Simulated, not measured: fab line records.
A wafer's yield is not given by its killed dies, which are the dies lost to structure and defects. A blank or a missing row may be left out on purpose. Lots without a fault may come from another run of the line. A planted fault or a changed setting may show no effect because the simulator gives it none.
fab line records    flow nandHarc    part 2 of 2: steps 29 to 37 of 37
record: lots: 5  wafers: 15  lastDay: 33
route steps=1302 shown P_M2@342 P_BONDPAD@351
lots with no fault: from the same line, run without faults
startH: hours from the record's first day to the start of the lot's first wafer shown    waitH: how many hours have passed since the lot's step before this one    " repeats the value in the row above    L1.1+2: a single row standing in for several wafers    - value missing, or start not given    * or withheld: withheld    < > ~ a bound
route shown NAME@n: a module of which the file shows steps, and the number in the route of the first    usual: mean/standard deviation taken from wafers without a fault    same: alike in all rows    chamber/n: place in a boat    sites: each site's reading    _std_site: standard deviation across them    _edge_site: inner sites' mean taken away from outer sites' mean    radiusMm: how far each site lies from the wafer's centre    mask NAME#n: copy n    behind: tool/chamber where the wafer was last shaped    hold: what put the lot on hold/how long, in hours/how the hold closed    device: the transistor (n, p or np) that didn't switch    end of line: tests of these same wafers at the route's end    where a step has no rows: the recipe by itself    killed: not the wafer's yield, but the dies lost to structure and defects at the first sort    map: shows each die of a wafer: x if killed, . if not, _ if none is there
set.NAME: the setting that was run; set.NAME@STEP: the one run at that earlier step    model.NAME: the simulator's own value behind a step, which no gauge read
lots at some steps of the route; a table a step, a row a wafer
services: from which hour (startH, from the record's first day; less than 0 if before it) a tool's chamber was out of use, for how many hours, and why
== steps ==
step: NHARC_P_BONDPAD_STRIP_15
recipe: o2FlowSccm: 500  arFlowSccm: 0  biasW: 0  chemistry: O2
usual: drypumpMotorCurrentA: 5.7/0.48  mfcArSccm: 0.003/0.0042  oesProductAu: 0.999/0.0069  rfVppV: 57.7/0.93  showerheadPlenumPTorr: 3.49/0.13  throttleValvePct: 17.036/0.0089
same: biasW: 0
lot.wafer  tool        chamber  startH  waitH  drypumpMotorCurrentA  mfcArSccm  oesProductAu  rfHoursCounterH  rfVppV  showerheadPlenumPTorr  throttleValvePct
L074.2     rieDiel-05  2        132.39  0.1    4.9                   0.014      1.007         2.3              57.2    3.33                   17.047
L074.1     "           1        "       "      6.2                   0.006      1.009         2.1              57.2    3.46                   17.032
L074.5     "           1        "       "      6.2                   0.006      1.009         -                56.1    3.46                   17.016
L079.4     rieDiel-05  0        181.95  0.1    5.8                   0          0.997         2.6              57.4    3.62                   17.046
L079.2     "           1        "       "      6.2                   0.006      0.999         3.1              57.3    3.46                   17.028
L079.6     "           0        "       "      5.8                   0          0.997         -                59.0    3.62                   17.050
L087.1     rieDiel-01  3        262.23  0.1    5.3                   0          1.007         3.4              57.8    3.36                   17.026
L087.3     "           1        "       "      6.6                   0.007      0.994         3.1              58.7    3.50                   17.031
L087.5     "           0        "       "      5.3                   0          0.998         -                56.5    3.36                   17.046
L091.1     rieDiel-05  3        305.39  0.1    6.0                   0          0.995         2.5              56.3    3.32                   17.039
L091.4     "           0        "       "      5.8                   0          0.999         2.2              57.8    3.62                   17.057
L091.6     "           2        "       "      4.9                   0.014      0.989         -                57.3    3.33                   17.038
L095.4     rieDiel-05  1        348.26  0.1    6.2                   0.006      0.995         4.1              55.6    3.46                   17.045
L095.3     "           3        "       "      6.0                   0          1.002         3.8              57.6    3.32                   17.040
L095.5     "           1        "       "      6.2                   0.006      1.004         -                56.6    3.46                   17.048
step: NHARC_P_BONDPAD_ETCH_24
recipe: targetDepthA: 300  overEtchFrac: 0.3  timeS: 72.99  ionEnergyEv: 150  cf4FlowSccm: 50  n2FlowSccm: 100  arFlowSccm: 150  rfW: 300  biasW: 100  chemistry: CF4/N2
usual: biasW: 100.0/0.33  drypumpMotorCurrentA: 5.7/0.49  mfcArSccm: 149.9/0.44  oesProductAu: 0.999/0.0083  rfVppV: 313.5/1.8  showerheadPlenumPTorr: 2.59/0.097  throttleValvePct: 19.796/0.0094
lot.wafer  tool        chamber  startH  waitH  biasW  drypumpMotorCurrentA  mfcArSccm  oesProductAu  rfHoursCounterH  rfVppV  showerheadPlenumPTorr  throttleValvePct
L074.2     rieDiel-05  2        132.57  0.2    99.8   4.9                   150.2      0.998         2.3              313.0   2.48                   19.788
L074.1     "           3        "       "      99.9   6.0                   149.9      0.997         2.2              311.0   2.47                   19.813
L074.5     "           1        "       "      99.8   6.2                   150.7      0.992         -                313.7   2.58                   19.790
L079.2     rieDiel-05  1        -       -      100.1  6.2                   150.0      0.999         3.1              313.6   2.58                   19.800
L079.4     "           0        "       "      100.2  5.8                   150.1      1.006         2.6              314.2   2.69                   19.795
L079.6     "           2        "       "      99.9   4.9                   150.1      0.996         -                311.6   2.48                   19.799
L087.3     rieDiel-01  1        -       -      100.2  6.6                   150.6      0.995         3.1              314.1   2.60                   19.795
L087.1     "           0        "       "      100.0  5.3                   148.9      1.011         2.9              311.1   2.50                   19.812
L087.5     "           1        "       "      100.4  6.6                   150.2      1.002         -                313.8   2.60                   19.795
L091.1     rieDiel-05  3        -       -      100.0  6.0                   150.1      0.999         2.5              312.4   2.47                   19.801
L091.4     "           1        "       "      100.2  6.2                   149.7      1.011         2.7              314.0   2.57                   19.808
L091.6     "           2        "       "      100.5  4.9                   150.1      1.006         -                311.3   2.48                   19.792
L095.3     rieDiel-05  2        -       -      100.1  4.9                   150.4      1.003         4.3              312.5   2.48                   19.801
L095.4     "           3        "       "      100.1  6.0                   150.3      0.991         3.8              311.1   2.47                   19.808
L095.5     "           1        "       "      99.9   6.2                   149.6      1.002         -                312.3   2.57                   19.811
step: NHARC_P_BONDPAD_STRIP_16
recipe: timeS: 600  tempC: 30  chemistry: postEtchResidueRemover
lot.wafer   tool         chamber  startH  waitH
L074.2+1+5  wetBench-08  1,3,4    132.72  -
L079.6+4+2  wetBench-08  3,4,0    182.24  -
L087.1+3+5  wetBench-08  7,0,1    262.53  -
L091.1+6+4  wetBench-10  0,3,5    305.64  -
L095.4+5+3  wetBench-10  5,6,7    348.54  -
step: NHARC_P_BONDPAD_DEGAS_25
recipe: tempC: 300  timeS: 60
usual: heaterPowerW: 467/59
lot.wafer  tool           chamber  startH  waitH  heaterPowerW
L074.2     pvdSputter-01  -        132.99  -      408
L074.1     "              -        "       "      485
L074.5     "              -        "       "      523
L079.2     pvdSputter-03  -        182.52  -      498
L079.4     "              -        "       "      454
L079.6     "              -        "       "      510
L087.1     pvdSputter-03  -        262.79  -      514
L087.3     "              -        "       "      509
L087.5     "              -        "       "      502
L091.4     pvdSputter-03  -        305.91  -      454
L091.1     "              -        "       "      514
L091.6     "              -        "       "      458
L095.4     pvdSputter-01  -        348.79  -      572
L095.3     "              -        "       "      488
L095.5     "              -        "       "      562
step: NHARC_P_BONDPAD_PRE_CLEAN_26
recipe: timeS: 30  tempC: 280  gas: H2/He
usual: heaterPowerW: 411/55
lot.wafer  tool           chamber  startH  waitH  heaterPowerW
L074.2     pvdSputter-01  -        -       -      434
L074.1     "              -        "       "      448
L074.5     "              -        "       "      497
L079.4     pvdSputter-03  -        -       -      441
L079.2     "              -        "       "      384
L079.6     "              -        "       "      445
L087.1     pvdSputter-03  -        -       -      428
L087.3     "              -        "       "      390
L087.5     "              -        "       "      463
L091.4     pvdSputter-03  -        -       -      400
L091.1     "              -        "       "      434
L091.6     "              -        "       "      439
L095.4     pvdSputter-01  -        -       -      444
L095.3     "              -        "       "      360
L095.5     "              -        "       "      358
step: NHARC_P_BONDPAD_PVD_17
recipe: targetThkA: 50  biasV: 168.6  powerW: 15000  chamberPressurePa: 0.12  timeS: 8.06  substrateTempC: 50  material: TaN
usual: chamberPressurePa: 0.12002/0.00024  throttleValvePct: 29.6/1.2
lot.wafer  tool           chamber  startH  waitH  chamberPressurePa  throttleValvePct
L074.2     pvdSputter-01  -        -       -      0.11993            27.7
L074.1     "              -        "       "      0.12006            29.1
L074.5     "              -        "       "      0.11977            27.4
L079.4     pvdSputter-03  -        -       -      0.11987            30.1
L079.2     "              -        "       "      0.11963            30.7
L079.6     "              -        "       "      0.1202             27.4
L087.1     pvdSputter-03  -        -       -      0.12034            30.6
L087.3     "              -        "       "      0.11995            31.0
L087.5     "              -        "       "      0.11988            30.3
L091.4     pvdSputter-03  -        -       -      0.12003            27.5
L091.1     "              -        "       "      0.11973            30.3
L091.6     "              -        "       "      0.11989            27.4
L095.4     pvdSputter-01  -        -       -      0.1197             29.2
L095.3     "              -        "       "      0.12001            27.1
L095.5     "              -        "       "      0.12017            29.1
step: NHARC_P_BONDPAD_PVD_27
recipe: targetThkA: 300  chamberPressurePa: 5  powerW: 5000  substrateTempC: 30  timeS: 20.49  material: Cu
usual: chamberPressurePa: 5.002/0.01  throttleValvePct: 29.7/1.2
lot.wafer  tool           chamber  startH  waitH  chamberPressurePa  throttleValvePct
L074.2     pvdSputter-01  -        -       -      4.989              29.8
L074.1     "              -        "       "      5.013              29.5
L074.5     "              -        "       "      5.008              29.3
L079.2     pvdSputter-03  -        -       -      4.986              31.0
L079.4     "              -        "       "      4.994              30.2
L079.6     "              -        "       "      5.006              30.4
L087.3     pvdSputter-03  -        -       -      4.983              30.2
L087.1     "              -        "       "      5.006              27.3
L087.5     "              -        "       "      4.991              30.8
L091.1     pvdSputter-03  -        -       -      5.007              30.1
L091.4     "              -        "       "      5.008              30.7
L091.6     "              -        "       "      4.993              30.1
L095.4     pvdSputter-01  -        -       -      4.990              29.1
L095.3     "              -        "       "      5.001              30.3
L095.5     "              -        "       "      5.000              30.5
step: NHARC_P_BONDPAD_ECD_18
recipe: targetThkA: 4000  bathTempC: 25  material: Cu
lot.wafer   tool      chamber  startH  waitH
L074.1+2+5  ecdCu-01  1,0,0    133.34  -
L079.2+4+6  ecdCu-02  1,0,1    182.86  -
L087.1+3+5  ecdCu-01  0,1,1    263.15  -
L091.1+4+6  ecdCu-02  0,1,0    306.32  -
L095.3+4+5  ecdCu-01  1,0,0    349.25  -
step: NHARC_P_BONDPAD_ANNEAL_28
recipe: tempC: 225  timeS: 90
usual: wafer_temp_C_max: 226.9/0.36
lot.wafer  tool          chamber  startH  waitH  wafer_temp_C_max
L074.1     rtpAnneal-01  0        133.72  -      226.6
L074.2     "             0        "       "      226.6
L074.5     "             0        "       "      227.3
L079.2     rtpAnneal-02  0        183.34  -      226.6
L079.4     "             0        "       "      226.7
L079.6     "             0        "       "      226.2
L087.1     rtpAnneal-02  0        263.52  0.3    226.2
L087.3     "             0        "       "      226.2
L087.5     "             0        "       "      227.4
L091.1     rtpAnneal-01  0        306.65  -      226.9
L091.4     "             0        "       "      226.8
L091.6     "             0        "       "      227.6
L095.3     rtpAnneal-02  0        349.64  0.3    226.6
L095.4     "             0        "       "      226.7
L095.5     "             0        "       "      226.8
== services ==
tool           chamber  startH  hours  kind
rieDiel-01     0        109.83  5.6    repair
rieDiel-05     0        119.39  14.6   repair
pvdSputter-03  -        130.45  5.2    repair
wetBench-10    -        135.20  8.0    pm
pecvd-04       -        136.37  0.5    repair
rieDiel-01     0        140.90  2.1    repair
rieDiel-05     2        146.39  7.0    repair
rieDiel-01     1        154.84  5.8    repair
rieDiel-01     3        164.61  8.9    repair
pvdSputter-03  -        170.00  10.0   pm
pvdSputter-01  -        181.12  5.5    repair
rieDiel-05     3        195.47  11.0   repair
rieDiel-01     -        203.80  9.0    pm
pvdSputter-01  -        210.73  6.8    repair
rieDiel-05     2        218.37  5.3    repair
pvdSputter-01  -        226.03  10.0   pm
lithoTrack-02  -        227.00  7.0    pm
rieDiel-05     -        229.60  9.0    pm
pecvd-04       -        269.14  13.0   pm
lithoTrack-03  -        275.00  7.0    pm
pecvd-04       -        287.53  0.9    repair
pvdSputter-03  -        330.39  1.0    repair
rieDiel-05     -        331.08  0.5    repair
pvdSputter-03  -        348.02  10.0   pm
